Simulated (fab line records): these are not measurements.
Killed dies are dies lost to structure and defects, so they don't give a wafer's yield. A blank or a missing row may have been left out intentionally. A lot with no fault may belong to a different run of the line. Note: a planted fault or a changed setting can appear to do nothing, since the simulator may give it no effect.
Which tool was responsible? | flow n5Finfet | 29 wafers from 10 lots sampled at 5 of the route's 1938 steps

== WHAT EACH GAUGE READ, for each wafer ==
N5_BEOL_M4_RC_MEAS_101.
lot  | measured     | on        | DIBL_N (mV/V)
L407 | day 7 18:26  | prober-02 | 37.9 38.2 37.5
L409 | day 8 06:11  | prober-01 | 33.5 37.7 34.6
L411 | day 8 18:02  | prober-02 | 36.8 35.1 34.9
L413 | day 9 06:25  | prober-02 | 39.9 38.3 37.1
L415 | day 9 10:14  | prober-01 | 33.6 36.4 35.0
L427 | day 13 01:41 | prober-01 | 35.2 35.7 37.2
L423 | day 13 07:18 | prober-02 | 39.3 36.0 36.2
L424 | day 14 01:24 | prober-01 | 38.9 36.9 37.8
L420 | day 14 08:04 | prober-02 | 37.1 37.9 36.8
L426 | day 14 09:01 | prober-01 | 36.4 36.8

== EACH LOT AND THE TOOL THAT RAN IT (in order: tool; ch and the chambers of the sampled wafers; start) ==
lot  | N5_BEOL_M2_STRIP_97                          | N5_BEOL_M2_CVD_47               | N5_BEOL_M2_SPUTTER_48       | N5_BEOL_M2_ANNEAL_49
L407 | rieDiel-02 ch 0,3, day 6 20:04 or earlier    | cvdCo-02 ch 0,1,2, day 6 20:04  | pvdSputter-02, day 6 20:14  | pvdSputter-02, day 6 20:20
L409 | rieDiel-02 ch 0,2,3, day 7 08:02 or earlier  | cvdCo-01 ch 1,2, day 7 08:02    | pvdSputter-01, day 7 08:14  | pvdSputter-01, day 7 08:19
L411 | rieDiel-02 ch 0,2,3, day 7 19:19 or earlier  | cvdCo-02 ch 0,1, day 7 19:19    | pvdSputter-01, day 7 21:18  | pvdSputter-01, day 7 21:23
L413 | rieDiel-03 ch 0,1,2, day 8 05:43 or earlier  | cvdCo-01 ch 0,1,2, day 8 05:43  | pvdSputter-03, day 8 05:56  | pvdSputter-03, day 8 06:01
L415 | rieDiel-03 ch 0,1,3, day 8 10:58 or earlier  | cvdCo-01 ch 0,1,2, day 8 10:58  | pvdSputter-03, day 8 11:08  | pvdSputter-03, day 8 11:13
L427 | rieDiel-03 ch 0,1,2, day 11 23:31 or earlier | cvdCo-02 ch 0,1,2, day 11 23:31 | pvdSputter-02, day 11 23:41 | pvdSputter-02, day 11 23:46
L423 | rieDiel-02 ch 0,1, day 12 01:45 or earlier   | cvdCo-01 ch 0,1, day 12 01:45   | pvdSputter-01, day 12 01:57 | pvdSputter-01, day 12 02:02
L424 | rieDiel-04 ch 1,2,3, day 12 06:02 or earlier | cvdCo-02 ch 0,1,2, day 12 06:02 | pvdSputter-03, day 12 06:15 | pvdSputter-03, day 12 06:20
L420 | rieDiel-02 ch 1,2,3, day 12 11:13 or earlier | cvdCo-01 ch 0,1,2, day 12 11:13 | pvdSputter-03, day 12 11:27 | pvdSputter-03, day 12 11:32
L426 | rieDiel-04 ch 2,3, day 12 12:03 or earlier   | cvdCo-01 ch 0,1, day 12 12:03   | pvdSputter-02, day 12 12:19 | pvdSputter-02, day 12 12:23
- N5_BEOL_M2_STRIP_97: strips in N2/H2, time 10 s.
- N5_BEOL_M2_CVD_47: deposits Co from CCTBA/H2, target thk 3 nm, time 223.8 s.
- N5_BEOL_M2_SPUTTER_48: material Cu, target thk 4.5 nm, time 8.29 s.
- N5_BEOL_M2_ANNEAL_49: time 240 s.

== THE ANSWER, worked out from the rows above alone ==
Rule: what is usual is taken from the lots themselves. The widest of any qualifying gaps counts: lots, ordered by their means at a reading, are off when they make up no more than a third of the lots, leave a main group of 4 or more, and stand apart from it by 3 or more times the standard deviation of that group's means. The tables above print the reading to a certain number of digits; a main group whose means all agree to those digits is not used. Also off: a lot with no number at a reading for which 4 or more lots have one. The other lots that the step has rows for count as sound.
Nothing can be told from this: no lot is off at any reading shown.

== WHAT WAS PUT IN BY THE SIMULATOR ==
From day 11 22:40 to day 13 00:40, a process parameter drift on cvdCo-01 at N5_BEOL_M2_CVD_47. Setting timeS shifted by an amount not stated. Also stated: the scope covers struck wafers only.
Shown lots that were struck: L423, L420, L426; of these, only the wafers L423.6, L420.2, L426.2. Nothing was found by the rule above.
